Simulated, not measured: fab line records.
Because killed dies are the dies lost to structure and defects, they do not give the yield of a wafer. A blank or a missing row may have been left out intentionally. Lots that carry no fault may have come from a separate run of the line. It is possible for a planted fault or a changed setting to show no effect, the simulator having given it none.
fab line records / flow n5_finfet / part 2 of 2: steps 17 to 26 of 26
[record] lots = 5 wafers = 15 last_day = 18
route steps=1938 shown BEOL_M2@874
lots that met no fault: taken from a fault-free run of the same line
start_h: hours from the record's first day to the start of the lot's first wafer shown / wait_h: hours elapsed since this lot's preceding step / " repeats the value in the row above / L1.1+2: a row that stands for several wafers / - no value present, or no start provided / * or withheld: withheld / < > ~ a bound
route shown NAME@n: names a module that has steps shown in the file, with the first one's number in the route / usual: the fault-free wafers' mean and standard deviation / same: alike in all rows / chamber/n: place in a boat / sites: per-site readings / _std_site: the values' standard deviation / _edge_site: outer sites' mean less inner sites' / radius_mm: for every site, how far away it sits from the centre of the wafer / mask NAME#n: copy n / behind: the most recent tool/chamber to have shaped the wafer / hold: why the lot was held/for how many hours/how that ended / device: which transistor (n, p or np) failed to switch / end of line: the route-end tests of the same wafers / for a step that has no rows: nothing shown but its recipe / killed: at the first sort, the dies lost to defects and structure; wafer yield is something else / map: shows each die of a wafer: x if killed, . if not, _ if none is there
set.NAME: the setting the step ran with; set.NAME@STEP: the setting that earlier step ran with / model.NAME: the simulator's own value behind a step, which no gauge read
certain route steps with their lots: each step a table, each wafer a row
services: the hour from which a tool's chamber was out of use, counted from the record's first day as start_h (under 0 if before that day), plus the number of hours and why
[[steps]]
[step N5_BEOL_M2_TRENCH_ETCH_37]
[recipe] chemistry = C4F6/O2 target_depth_a = 555.55 target = SiOC time_s = 29.2 ion_energy_ev = 250 pressure_mtorr = 30 source_w = 355 bias_w = 185 Ar_flow_sccm = 300 C4F6_flow_sccm = 10 O2_flow_sccm = 10
[usual] chamber_pressure_mTorr = 29.997/0.028 drypump_motor_current_A = 5.8/0.35 oes_product_au = 0.79/0.077 rf_vpp_V = 666/6.7 showerhead_plenum_p_Torr = 2.82/0.094 throttle_valve_pct = 20.85/0.27
lot.wafer=L077.2 tool=rie_diel-03 chamber=2 start_h=- wait_h=- chamber_pressure_mTorr=29.998 drypump_motor_current_A=5.5 oes_product_au=0.76 rf_hours_counter_h=140 rf_vpp_V=667 showerhead_plenum_p_Torr=2.96 throttle_valve_pct=21.18
lot.wafer=L077.3 tool=rie_diel-03 chamber=0 start_h=- wait_h=- chamber_pressure_mTorr=29.950 drypump_motor_current_A=5.1 oes_product_au=0.67 rf_hours_counter_h=260 rf_vpp_V=675 showerhead_plenum_p_Torr=2.79 throttle_valve_pct=21.06
lot.wafer=L077.4 tool=rie_diel-03 chamber=3 start_h=- wait_h=- chamber_pressure_mTorr=29.995 drypump_motor_current_A=5.9 oes_product_au=0.77 rf_hours_counter_h=- rf_vpp_V=656 showerhead_plenum_p_Torr=2.74 throttle_valve_pct=21.07
lot.wafer=L085.2 tool=rie_diel-03 chamber=1 start_h=- wait_h=- chamber_pressure_mTorr=30.014 drypump_motor_current_A=6.4 oes_product_au=0.91 rf_hours_counter_h=26 rf_vpp_V=659 showerhead_plenum_p_Torr=2.79 throttle_valve_pct=20.48
lot.wafer=L085.3 tool=rie_diel-03 chamber=3 start_h=- wait_h=- chamber_pressure_mTorr=30.052 drypump_motor_current_A=5.9 oes_product_au=0.75 rf_hours_counter_h=181 rf_vpp_V=655 showerhead_plenum_p_Torr=2.73 throttle_valve_pct=21.11
lot.wafer=L085.5 tool=rie_diel-03 chamber=0 start_h=- wait_h=- chamber_pressure_mTorr=30.013 drypump_motor_current_A=5.0 oes_product_au=0.91 rf_hours_counter_h=- rf_vpp_V=676 showerhead_plenum_p_Torr=2.78 throttle_valve_pct=20.67
lot.wafer=L089.3 tool=rie_diel-04 chamber=2 start_h=- wait_h=- chamber_pressure_mTorr=30.001 drypump_motor_current_A=5.6 oes_product_au=0.73 rf_hours_counter_h=200 rf_vpp_V=666 showerhead_plenum_p_Torr=2.94 throttle_valve_pct=21.31
lot.wafer=L089.5 tool=rie_diel-04 chamber=2 start_h=- wait_h=- chamber_pressure_mTorr=30.018 drypump_motor_current_A=5.6 oes_product_au=0.74 rf_hours_counter_h=- rf_vpp_V=668 showerhead_plenum_p_Torr=2.94 throttle_valve_pct=21.29
lot.wafer=L089.6 tool=rie_diel-04 chamber=3 start_h=- wait_h=- chamber_pressure_mTorr=30.074 drypump_motor_current_A=5.6 oes_product_au=0.82 rf_hours_counter_h=- rf_vpp_V=677 showerhead_plenum_p_Torr=3.02 throttle_valve_pct=21.05
lot.wafer=L088.3 tool=rie_diel-01 chamber=0 start_h=- wait_h=- chamber_pressure_mTorr=30.011 drypump_motor_current_A=6.1 oes_product_au=0.80 rf_hours_counter_h=118 rf_vpp_V=668 showerhead_plenum_p_Torr=2.73 throttle_valve_pct=20.48
lot.wafer=L088.4 tool=rie_diel-01 chamber=1 start_h=- wait_h=- chamber_pressure_mTorr=29.984 drypump_motor_current_A=5.9 oes_product_au=0.67 rf_hours_counter_h=248 rf_vpp_V=665 showerhead_plenum_p_Torr=2.79 throttle_valve_pct=20.88
lot.wafer=L088.5 tool=rie_diel-01 chamber=1 start_h=- wait_h=- chamber_pressure_mTorr=30.006 drypump_motor_current_A=5.9 oes_product_au=0.67 rf_hours_counter_h=- rf_vpp_V=666 showerhead_plenum_p_Torr=2.79 throttle_valve_pct=20.90
lot.wafer=L093.1 tool=rie_diel-01 chamber=2 start_h=- wait_h=- chamber_pressure_mTorr=30.019 drypump_motor_current_A=6.2 oes_product_au=0.68 rf_hours_counter_h=238 rf_vpp_V=666 showerhead_plenum_p_Torr=2.81 throttle_valve_pct=20.83
lot.wafer=L093.2 tool=rie_diel-01 chamber=3 start_h=- wait_h=- chamber_pressure_mTorr=30.027 drypump_motor_current_A=5.7 oes_product_au=0.76 rf_hours_counter_h=152 rf_vpp_V=661 showerhead_plenum_p_Torr=2.73 throttle_valve_pct=21.06
lot.wafer=L093.5 tool=rie_diel-01 chamber=0 start_h=- wait_h=- chamber_pressure_mTorr=30.056 drypump_motor_current_A=6.0 oes_product_au=0.80 rf_hours_counter_h=- rf_vpp_V=667 showerhead_plenum_p_Torr=2.73 throttle_valve_pct=20.51
[step N5_BEOL_M2_ETCH_41]
[recipe] chemistry = CH3F/O2 target = SiCN target_depth_a = 299 taper_deg = 2 time_s = 52.5 ion_energy_ev = 120 mask_material = TiN pressure_mtorr = 30 source_w = 395 bias_w = 75 Ar_flow_sccm = 150 CH3F_flow_sccm = 30 O2_flow_sccm = 20
[usual] chamber_pressure_mTorr = 29.996/0.028 drypump_motor_current_A = 5.8/0.35 oes_product_au = 0.79/0.078 rf_vpp_V = 296.9/1.5 showerhead_plenum_p_Torr = 1.98/0.068 throttle_valve_pct = 16.31/0.26
lot.wafer=L077.2 tool=rie_diel-03 chamber=2 start_h=- wait_h=- chamber_pressure_mTorr=29.976 drypump_motor_current_A=5.5 oes_product_au=0.77 rf_hours_counter_h=140 rf_vpp_V=299.4 showerhead_plenum_p_Torr=2.08 throttle_valve_pct=16.64
lot.wafer=L077.3 tool=rie_diel-03 chamber=0 start_h=- wait_h=- chamber_pressure_mTorr=30.000 drypump_motor_current_A=5.1 oes_product_au=0.66 rf_hours_counter_h=260 rf_vpp_V=297.0 showerhead_plenum_p_Torr=1.96 throttle_valve_pct=16.59
lot.wafer=L077.4 tool=rie_diel-03 chamber=3 start_h=- wait_h=- chamber_pressure_mTorr=30.017 drypump_motor_current_A=5.9 oes_product_au=0.76 rf_hours_counter_h=- rf_vpp_V=294.9 showerhead_plenum_p_Torr=1.92 throttle_valve_pct=16.51
lot.wafer=L085.2 tool=rie_diel-03 chamber=1 start_h=- wait_h=- chamber_pressure_mTorr=30.030 drypump_motor_current_A=6.3 oes_product_au=0.90 rf_hours_counter_h=26 rf_vpp_V=295.6 showerhead_plenum_p_Torr=1.96 throttle_valve_pct=15.93
lot.wafer=L085.3 tool=rie_diel-03 chamber=3 start_h=- wait_h=- chamber_pressure_mTorr=30.012 drypump_motor_current_A=5.9 oes_product_au=0.74 rf_hours_counter_h=181 rf_vpp_V=294.9 showerhead_plenum_p_Torr=1.91 throttle_valve_pct=16.55
lot.wafer=L085.5 tool=rie_diel-03 chamber=0 start_h=- wait_h=- chamber_pressure_mTorr=30.010 drypump_motor_current_A=5.0 oes_product_au=0.91 rf_hours_counter_h=- rf_vpp_V=296.5 showerhead_plenum_p_Torr=1.95 throttle_valve_pct=16.11
lot.wafer=L089.3 tool=rie_diel-04 chamber=2 start_h=- wait_h=- chamber_pressure_mTorr=29.963 drypump_motor_current_A=5.6 oes_product_au=0.74 rf_hours_counter_h=200 rf_vpp_V=298.0 showerhead_plenum_p_Torr=2.07 throttle_valve_pct=16.78
lot.wafer=L089.5 tool=rie_diel-04 chamber=2 start_h=- wait_h=- chamber_pressure_mTorr=30.010 drypump_motor_current_A=5.6 oes_product_au=0.74 rf_hours_counter_h=- rf_vpp_V=298.4 showerhead_plenum_p_Torr=2.07 throttle_valve_pct=16.78
lot.wafer=L089.6 tool=rie_diel-04 chamber=3 start_h=- wait_h=- chamber_pressure_mTorr=30.033 drypump_motor_current_A=5.6 oes_product_au=0.81 rf_hours_counter_h=- rf_vpp_V=300.9 showerhead_plenum_p_Torr=2.12 throttle_valve_pct=16.44
lot.wafer=L088.3 tool=rie_diel-01 chamber=0 start_h=- wait_h=- chamber_pressure_mTorr=29.934 drypump_motor_current_A=6.1 oes_product_au=0.80 rf_hours_counter_h=118 rf_vpp_V=295.5 showerhead_plenum_p_Torr=1.92 throttle_valve_pct=16.00
lot.wafer=L088.4 tool=rie_diel-01 chamber=1 start_h=- wait_h=- chamber_pressure_mTorr=29.954 drypump_motor_current_A=5.9 oes_product_au=0.67 rf_hours_counter_h=248 rf_vpp_V=295.3 showerhead_plenum_p_Torr=1.96 throttle_valve_pct=16.43
lot.wafer=L088.5 tool=rie_diel-01 chamber=1 start_h=- wait_h=- chamber_pressure_mTorr=29.989 drypump_motor_current_A=5.9 oes_product_au=0.67 rf_hours_counter_h=- rf_vpp_V=296.4 showerhead_plenum_p_Torr=1.96 throttle_valve_pct=16.43
lot.wafer=L093.1 tool=rie_diel-01 chamber=2 start_h=- wait_h=- chamber_pressure_mTorr=29.964 drypump_motor_current_A=6.2 oes_product_au=0.69 rf_hours_counter_h=238 rf_vpp_V=297.5 showerhead_plenum_p_Torr=1.98 throttle_valve_pct=16.33
lot.wafer=L093.2 tool=rie_diel-01 chamber=3 start_h=- wait_h=- chamber_pressure_mTorr=30.016 drypump_motor_current_A=5.7 oes_product_au=0.76 rf_hours_counter_h=152 rf_vpp_V=296.7 showerhead_plenum_p_Torr=1.91 throttle_valve_pct=16.51
lot.wafer=L093.5 tool=rie_diel-01 chamber=0 start_h=- wait_h=- chamber_pressure_mTorr=29.975 drypump_motor_current_A=6.0 oes_product_au=0.79 rf_hours_counter_h=- rf_vpp_V=296.0 showerhead_plenum_p_Torr=1.92 throttle_valve_pct=16.01
[step N5_BEOL_M2_STRIP_97]
[recipe] chemistry = N2/H2 time_s = 10 power_w = 450 temp_c = 40 pressure_mtorr = 20 rf_frequency_hz = 6e+07 bias_power_w = 7 n2_flow_sccm = 200 h2_flow_sccm = 200
[usual] chamber_pressure_mTorr = 19.998/0.017 drypump_motor_current_A = 5.8/0.34 oes_product_au = 0.79/0.079 rf_vpp_V = 59.1/0.82 showerhead_plenum_p_Torr = 2.51/0.083 throttle_valve_pct = 23.66/0.25
lot.wafer=L077.2 tool=rie_diel-03 chamber=2 start_h=- wait_h=- chamber_pressure_mTorr=20.011 drypump_motor_current_A=5.5 oes_product_au=0.76 rf_hours_counter_h=140 rf_vpp_V=58.3 showerhead_plenum_p_Torr=2.65 throttle_valve_pct=23.84
lot.wafer=L077.3 tool=rie_diel-03 chamber=0 start_h=- wait_h=- chamber_pressure_mTorr=19.996 drypump_motor_current_A=5.1 oes_product_au=0.66 rf_hours_counter_h=260 rf_vpp_V=59.1 showerhead_plenum_p_Torr=2.50 throttle_valve_pct=23.91
lot.wafer=L077.4 tool=rie_diel-03 chamber=3 start_h=- wait_h=- chamber_pressure_mTorr=20.000 drypump_motor_current_A=5.9 oes_product_au=0.76 rf_hours_counter_h=- rf_vpp_V=58.5 showerhead_plenum_p_Torr=2.44 throttle_valve_pct=24.08
lot.wafer=L085.2 tool=rie_diel-03 chamber=1 start_h=- wait_h=- chamber_pressure_mTorr=20.003 drypump_motor_current_A=6.4 oes_product_au=0.92 rf_hours_counter_h=26 rf_vpp_V=59.4 showerhead_plenum_p_Torr=2.49 throttle_valve_pct=23.28
lot.wafer=L085.3 tool=rie_diel-03 chamber=3 start_h=- wait_h=- chamber_pressure_mTorr=20.014 drypump_motor_current_A=5.9 oes_product_au=0.74 rf_hours_counter_h=181 rf_vpp_V=59.9 showerhead_plenum_p_Torr=2.43 throttle_valve_pct=24.10
lot.wafer=L085.5 tool=rie_diel-03 chamber=0 start_h=- wait_h=- chamber_pressure_mTorr=19.995 drypump_motor_current_A=5.1 oes_product_au=0.92 rf_hours_counter_h=- rf_vpp_V=60.3 showerhead_plenum_p_Torr=2.49 throttle_valve_pct=23.56
lot.wafer=L089.3 tool=rie_diel-04 chamber=2 start_h=- wait_h=- chamber_pressure_mTorr=19.995 drypump_motor_current_A=5.6 oes_product_au=0.74 rf_hours_counter_h=200 rf_vpp_V=58.4 showerhead_plenum_p_Torr=2.62 throttle_valve_pct=23.92
lot.wafer=L089.5 tool=rie_diel-04 chamber=2 start_h=- wait_h=- chamber_pressure_mTorr=20.011 drypump_motor_current_A=5.6 oes_product_au=0.74 rf_hours_counter_h=- rf_vpp_V=58.6 showerhead_plenum_p_Torr=2.62 throttle_valve_pct=23.92
lot.wafer=L089.6 tool=rie_diel-04 chamber=3 start_h=- wait_h=- chamber_pressure_mTorr=20.007 drypump_motor_current_A=5.7 oes_product_au=0.81 rf_hours_counter_h=- rf_vpp_V=59.6 showerhead_plenum_p_Torr=2.68 throttle_valve_pct=23.64
lot.wafer=L088.3 tool=rie_diel-01 chamber=0 start_h=- wait_h=- chamber_pressure_mTorr=20.003 drypump_motor_current_A=6.1 oes_product_au=0.79 rf_hours_counter_h=118 rf_vpp_V=58.9 showerhead_plenum_p_Torr=2.44 throttle_valve_pct=23.50
lot.wafer=L088.4 tool=rie_diel-01 chamber=1 start_h=- wait_h=- chamber_pressure_mTorr=20.004 drypump_motor_current_A=5.9 oes_product_au=0.67 rf_hours_counter_h=248 rf_vpp_V=58.2 showerhead_plenum_p_Torr=2.50 throttle_valve_pct=23.56
lot.wafer=L088.5 tool=rie_diel-01 chamber=1 start_h=- wait_h=- chamber_pressure_mTorr=19.980 drypump_motor_current_A=6.0 oes_product_au=0.66 rf_hours_counter_h=- rf_vpp_V=58.6 showerhead_plenum_p_Torr=2.50 throttle_valve_pct=23.56
lot.wafer=L093.1 tool=rie_diel-01 chamber=2 start_h=- wait_h=- chamber_pressure_mTorr=20.007 drypump_motor_current_A=6.2 oes_product_au=0.69 rf_hours_counter_h=238 rf_vpp_V=59.6 showerhead_plenum_p_Torr=2.50 throttle_valve_pct=23.66
lot.wafer=L093.2 tool=rie_diel-01 chamber=3 start_h=- wait_h=- chamber_pressure_mTorr=19.987 drypump_motor_current_A=5.7 oes_product_au=0.74 rf_hours_counter_h=152 rf_vpp_V=59.0 showerhead_plenum_p_Torr=2.44 throttle_valve_pct=23.90
lot.wafer=L093.5 tool=rie_diel-01 chamber=0 start_h=- wait_h=- chamber_pressure_mTorr=20.003 drypump_motor_current_A=6.0 oes_product_au=0.78 rf_hours_counter_h=- rf_vpp_V=58.3 showerhead_plenum_p_Torr=2.44 throttle_valve_pct=23.52
[step N5_BEOL_M2_OCD_MEAS_38]
[usual] trench_depth_nm = 55.5/0.87
lot.wafer=L077.2 tool=ocd-02 chamber=- start_h=160.35 wait_h=- trench_depth_nm=55.8
lot.wafer=L077.3 tool=ocd-02 chamber=- start_h=160.35 wait_h=- trench_depth_nm=54.8
lot.wafer=L077.4 tool=ocd-02 chamber=- start_h=160.35 wait_h=- trench_depth_nm=55.2
lot.wafer=L085.2 tool=ocd-01 chamber=- start_h=225.58 wait_h=- trench_depth_nm=57.6
lot.wafer=L085.3 tool=ocd-01 chamber=- start_h=225.58 wait_h=- trench_depth_nm=55.7
lot.wafer=L085.5 tool=ocd-01 chamber=- start_h=225.58 wait_h=- trench_depth_nm=56.3
lot.wafer=L089.3 tool=ocd-01 chamber=- start_h=235.87 wait_h=- trench_depth_nm=55.1
lot.wafer=L089.5 tool=ocd-01 chamber=- start_h=235.87 wait_h=- trench_depth_nm=54.8
lot.wafer=L089.6 tool=ocd-01 chamber=- start_h=235.87 wait_h=- trench_depth_nm=55.4
lot.wafer=L088.3 tool=ocd-02 chamber=- start_h=239.21 wait_h=- trench_depth_nm=55.1
lot.wafer=L088.4 tool=ocd-02 chamber=- start_h=239.21 wait_h=- trench_depth_nm=55.0
lot.wafer=L088.5 tool=ocd-02 chamber=- start_h=239.21 wait_h=- trench_depth_nm=56.0
lot.wafer=L093.1 tool=ocd-01 chamber=- start_h=257.21 wait_h=- trench_depth_nm=53.7
lot.wafer=L093.2 tool=ocd-01 chamber=- start_h=257.21 wait_h=- trench_depth_nm=56.3
lot.wafer=L093.5 tool=ocd-01 chamber=- start_h=257.21 wait_h=- trench_depth_nm=55.6
[step N5_BEOL_M2_HM_STRIP_39]
[recipe] chemistry = peroxide_tin_strip material = TiN target_depth_a = 250 temp_c = 50 time_s = 158
lot.wafer=L077.2+3+4 tool=wet_bench-05 chamber=5,4,6 start_h=160.38 wait_h=0.0
lot.wafer=L085.2+3+5 tool=wet_bench-04 chamber=3,4,0 start_h=225.61 wait_h=0.0
lot.wafer=L089.3+5+6 tool=wet_bench-05 chamber=7,6,3 start_h=235.90 wait_h=0.0
lot.wafer=L088.3+4+5 tool=wet_bench-04 chamber=1,0,4 start_h=239.24 wait_h=0.0
lot.wafer=L093.1+2+5 tool=wet_bench-02 chamber=6,5,0 start_h=257.24 wait_h=0.0
[step N5_BEOL_M2_SRD_40]
[recipe] time_s = 30 temp_c = 23 rinse_liquid = diw dry = ipa_marangoni
lot.wafer=L077.2+3+4 tool=wet_bench-05 chamber=5,4,6 start_h=160.42 wait_h=0.0
lot.wafer=L085.2+3+5 tool=wet_bench-04 chamber=3,4,0 start_h=225.66 wait_h=0.0
lot.wafer=L089.3+5+6 tool=wet_bench-05 chamber=7,6,3 start_h=235.99 wait_h=0.0
lot.wafer=L088.3+4+5 tool=wet_bench-04 chamber=1,0,4 start_h=239.29 wait_h=0.0
lot.wafer=L093.1+2+5 tool=wet_bench-02 chamber=6,5,0 start_h=257.29 wait_h=0.0
[step N5_BEOL_M2_PRECLEAN_42]
[recipe] chemistry = residue_remover time_s = 60 temp_c = 40
lot.wafer=L077.2+3+4 tool=wet_bench-05 chamber=5,4,6 start_h=160.44 wait_h=0.0
lot.wafer=L085.2+3+5 tool=wet_bench-04 chamber=3,4,0 start_h=225.67 wait_h=0.0
lot.wafer=L089.3+5+6 tool=wet_bench-05 chamber=7,6,3 start_h=236.02 wait_h=0.0
lot.wafer=L088.3+4+5 tool=wet_bench-04 chamber=1,0,4 start_h=239.30 wait_h=0.0
lot.wafer=L093.1+2+5 tool=wet_bench-02 chamber=6,5,0 start_h=257.31 wait_h=0.0
[step N5_BEOL_M2_SRD_43]
[recipe] time_s = 30 temp_c = 23 rinse_liquid = diw dry = ipa_marangoni
lot.wafer=L077.2+3+4 tool=wet_bench-05 chamber=5,4,6 start_h=160.46 wait_h=0.0
lot.wafer=L085.2+3+5 tool=wet_bench-04 chamber=3,4,0 start_h=225.69 wait_h=0.0
lot.wafer=L089.3+5+6 tool=wet_bench-05 chamber=7,6,3 start_h=236.06 wait_h=0.0
lot.wafer=L088.3+4+5 tool=wet_bench-04 chamber=1,0,4 start_h=239.32 wait_h=0.0
lot.wafer=L093.1+2+5 tool=wet_bench-02 chamber=6,5,0 start_h=257.33 wait_h=0.0
[step N5_BEOL_M2_CD_MEAS_35]
[recipe] target_cd_nm = 18 target_cd_y_nm = 22.2 polarity = opening
[usual] cd_nm = 18.07/0.29
lot.wafer=L077.2 tool=cd_sem-01 chamber=- start_h=160.50 wait_h=0.0 cd_nm=17.88
lot.wafer=L077.3 tool=cd_sem-01 chamber=- start_h=160.50 wait_h=0.0 cd_nm=18.12
lot.wafer=L077.4 tool=cd_sem-01 chamber=- start_h=160.50 wait_h=0.0 cd_nm=18.16
lot.wafer=L085.2 tool=cd_sem-03 chamber=- start_h=225.73 wait_h=0.0 cd_nm=18.21
lot.wafer=L085.3 tool=cd_sem-03 chamber=- start_h=225.73 wait_h=0.0 cd_nm=18.44
lot.wafer=L085.5 tool=cd_sem-03 chamber=- start_h=225.73 wait_h=0.0 cd_nm=17.86
lot.wafer=L089.3 tool=cd_sem-01 chamber=- start_h=236.12 wait_h=0.0 cd_nm=17.87
lot.wafer=L089.5 tool=cd_sem-01 chamber=- start_h=236.12 wait_h=0.0 cd_nm=18.03
lot.wafer=L089.6 tool=cd_sem-01 chamber=- start_h=236.12 wait_h=0.0 cd_nm=17.77
lot.wafer=L088.3 tool=cd_sem-02 chamber=- start_h=239.36 wait_h=0.0 cd_nm=18.07
lot.wafer=L088.4 tool=cd_sem-02 chamber=- start_h=239.36 wait_h=0.0 cd_nm=18.44
lot.wafer=L088.5 tool=cd_sem-02 chamber=- start_h=239.36 wait_h=0.0 cd_nm=18.80
lot.wafer=L093.1 tool=cd_sem-03 chamber=- start_h=257.37 wait_h=0.0 cd_nm=18.44
lot.wafer=L093.2 tool=cd_sem-03 chamber=- start_h=257.37 wait_h=0.0 cd_nm=17.75
lot.wafer=L093.5 tool=cd_sem-03 chamber=- start_h=257.37 wait_h=0.0 cd_nm=18.21
[step N5_BEOL_M2_DEGAS_44]
[recipe] ambient = vacuum temp_c = 250 time_s = 60
[usual] heater_power_w = 332/35
lot.wafer=L077.2 tool=pvd_sputter-01 chamber=- start_h=160.72 wait_h=0.2 heater_power_w=369
lot.wafer=L077.3 tool=pvd_sputter-01 chamber=- start_h=160.72 wait_h=0.2 heater_power_w=240
lot.wafer=L077.4 tool=pvd_sputter-01 chamber=- start_h=160.72 wait_h=0.2 heater_power_w=286
lot.wafer=L085.2 tool=pvd_sputter-01 chamber=- start_h=226.03 wait_h=0.3 heater_power_w=357
lot.wafer=L085.3 tool=pvd_sputter-01 chamber=- start_h=226.03 wait_h=0.3 heater_power_w=293
lot.wafer=L085.5 tool=pvd_sputter-01 chamber=- start_h=226.03 wait_h=0.3 heater_power_w=288
lot.wafer=L089.3 tool=pvd_sputter-03 chamber=- start_h=236.30 wait_h=0.2 heater_power_w=331
lot.wafer=L089.5 tool=pvd_sputter-03 chamber=- start_h=236.30 wait_h=0.2 heater_power_w=347
lot.wafer=L089.6 tool=pvd_sputter-03 chamber=- start_h=236.30 wait_h=0.2 heater_power_w=330
lot.wafer=L088.3 tool=pvd_sputter-02 chamber=- start_h=239.55 wait_h=0.2 heater_power_w=312
lot.wafer=L088.4 tool=pvd_sputter-02 chamber=- start_h=239.55 wait_h=0.2 heater_power_w=317
lot.wafer=L088.5 tool=pvd_sputter-02 chamber=- start_h=239.55 wait_h=0.2 heater_power_w=317
lot.wafer=L093.1 tool=pvd_sputter-03 chamber=- start_h=257.48 wait_h=0.1 heater_power_w=329
lot.wafer=L093.2 tool=pvd_sputter-03 chamber=- start_h=257.48 wait_h=0.1 heater_power_w=360
lot.wafer=L093.5 tool=pvd_sputter-03 chamber=- start_h=257.48 wait_h=0.1 heater_power_w=355
[[services]]
tool=rie_diel-03 chamber=1 start_h=136.58 hours=- kind=clean
tool=rie_diel-03 chamber=1 start_h=136.58 hours=- kind=consumable_replace:focus_ring
tool=rie_diel-03 chamber=1 start_h=136.58 hours=23.6 kind=scheduled_down
tool=rie_diel-03 chamber=1 start_h=136.58 hours=23.6 kind=vent_cycle
tool=pvd_sputter-02 chamber=- start_h=137.70 hours=5.1 kind=repair
tool=wet_bench-04 chamber=- start_h=151.63 hours=1.1 kind=repair
tool=rie_diel-04 chamber=1 start_h=154.12 hours=31.9 kind=repair
tool=rie_diel-03 chamber=0 start_h=160.31 hours=- kind=clean
tool=rie_diel-03 chamber=0 start_h=160.31 hours=- kind=consumable_replace:focus_ring
tool=rie_diel-03 chamber=0 start_h=160.31 hours=19.5 kind=scheduled_down
tool=rie_diel-03 chamber=0 start_h=160.31 hours=19.5 kind=vent_cycle
tool=wet_bench-05 chamber=- start_h=163.37 hours=1.3 kind=repair
tool=ald_sin-02 chamber=- start_h=176.79 hours=14.0 kind=pm
tool=rie_diel-01 chamber=1 start_h=203.47 hours=7.2 kind=repair
tool=ald_sin-03 chamber=- start_h=204.96 hours=6.0 kind=pm
tool=ald_sin-02 chamber=3 start_h=205.50 hours=4.2 kind=repair
tool=rie_diel-04 chamber=1 start_h=209.09 hours=6.8 kind=repair
tool=rie_diel-03 chamber=2 start_h=212.85 hours=15.3 kind=repair
tool=wet_bench-05 chamber=- start_h=231.99 hours=1.9 kind=pm
tool=ald_sin-03 chamber=3 start_h=238.84 hours=2.9 kind=repair
tool=rie_diel-04 chamber=- start_h=240.08 hours=14.6 kind=pm
tool=ald_sin-03 chamber=- start_h=241.20 hours=1.1 kind=repair
tool=rie_diel-01 chamber=1 start_h=244.09 hours=- kind=clean
tool=rie_diel-01 chamber=1 start_h=244.09 hours=- kind=consumable_replace:focus_ring
